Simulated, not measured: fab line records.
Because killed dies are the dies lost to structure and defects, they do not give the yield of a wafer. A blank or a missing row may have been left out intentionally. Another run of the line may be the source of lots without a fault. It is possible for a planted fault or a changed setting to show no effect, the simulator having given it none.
Chamber matching || flow n5 finfet || 4 sister chambers for N5_BEOL_M0_SAQP_ETCH_73 on rie diel-06
The step etches SiARC in CF4, target depth 19.5 nm, time 32.5 s. 8 wafers are shown with their chamber, then 7 later ones without.

EACH WAFER AND ITS CHAMBER
{"wafer": "L082.5", "chamber": 2, "showerhead plenum p Torr (Torr)": 2.06, "drypump motor current A (A)": 6.04}
{"wafer": "L083.5", "chamber": 2, "showerhead plenum p Torr (Torr)": 2.06, "drypump motor current A (A)": 6.02}
{"wafer": "L084.4", "chamber": 1, "showerhead plenum p Torr (Torr)": 2.04, "drypump motor current A (A)": 6.26}
{"wafer": "L084.6", "chamber": 1, "showerhead plenum p Torr (Torr)": 2.04, "drypump motor current A (A)": 6.25}
{"wafer": "L087.5", "chamber": 3, "showerhead plenum p Torr (Torr)": 2.28, "drypump motor current A (A)": 5.40}
{"wafer": "L087.6", "chamber": 0, "showerhead plenum p Torr (Torr)": 2.24, "drypump motor current A (A)": 5.89}
{"wafer": "L093.1", "chamber": 0, "showerhead plenum p Torr (Torr)": 2.23, "drypump motor current A (A)": 5.88}
{"wafer": "L093.3", "chamber": 3, "showerhead plenum p Torr (Torr)": 2.27, "drypump motor current A (A)": 5.42}

WAFERS WITH NO CHAMBER GIVEN
{"wafer": "L093.5", "showerhead plenum p Torr (Torr)": 2.04, "drypump motor current A (A)": 6.26}
{"wafer": "L095.1", "showerhead plenum p Torr (Torr)": 2.23, "drypump motor current A (A)": 5.92}
{"wafer": "L095.5", "showerhead plenum p Torr (Torr)": 2.04, "drypump motor current A (A)": 6.24}
{"wafer": "L095.6", "showerhead plenum p Torr (Torr)": 2.23, "drypump motor current A (A)": 5.90}
{"wafer": "L097.1", "showerhead plenum p Torr (Torr)": 2.05, "drypump motor current A (A)": 6.01}
{"wafer": "L097.3", "showerhead plenum p Torr (Torr)": 2.04, "drypump motor current A (A)": 6.26}
{"wafer": "L097.5", "showerhead plenum p Torr (Torr)": 2.27, "drypump motor current A (A)": 5.38}

THE CHAMBER EACH PASSED THROUGH
{"wafer": "L093.5", "from the rows above": 1, "in truth": 1}
{"wafer": "L095.1", "from the rows above": 0, "in truth": 0}
{"wafer": "L095.5", "from the rows above": 1, "in truth": 1}
{"wafer": "L095.6", "from the rows above": 0, "in truth": 0}
{"wafer": "L097.1", "from the rows above": 2, "in truth": 2}
{"wafer": "L097.3", "from the rows above": 1, "in truth": 1}
{"wafer": "L097.5", "from the rows above": 3, "in truth": 3}
7 of 7 placed correctly. Number that these rows cannot place: 0. Wrongly placed: 0.
How it was worked out, from the rows above alone: a wafer's distance from a chamber is the root of the sum, over the readings, of the square of ((its reading less the chamber's mean) divided by the reading's scatter). The wafer belongs to the nearest chamber; if the next one is less than 2 further off, it can't be placed. For every chamber, the mean is computed from those of its wafers that are shown. How the scatter is found: for the shown wafers, subtract from each reading the mean of its chamber, square and add these, divide the total by (wafers less chambers), then take the root.
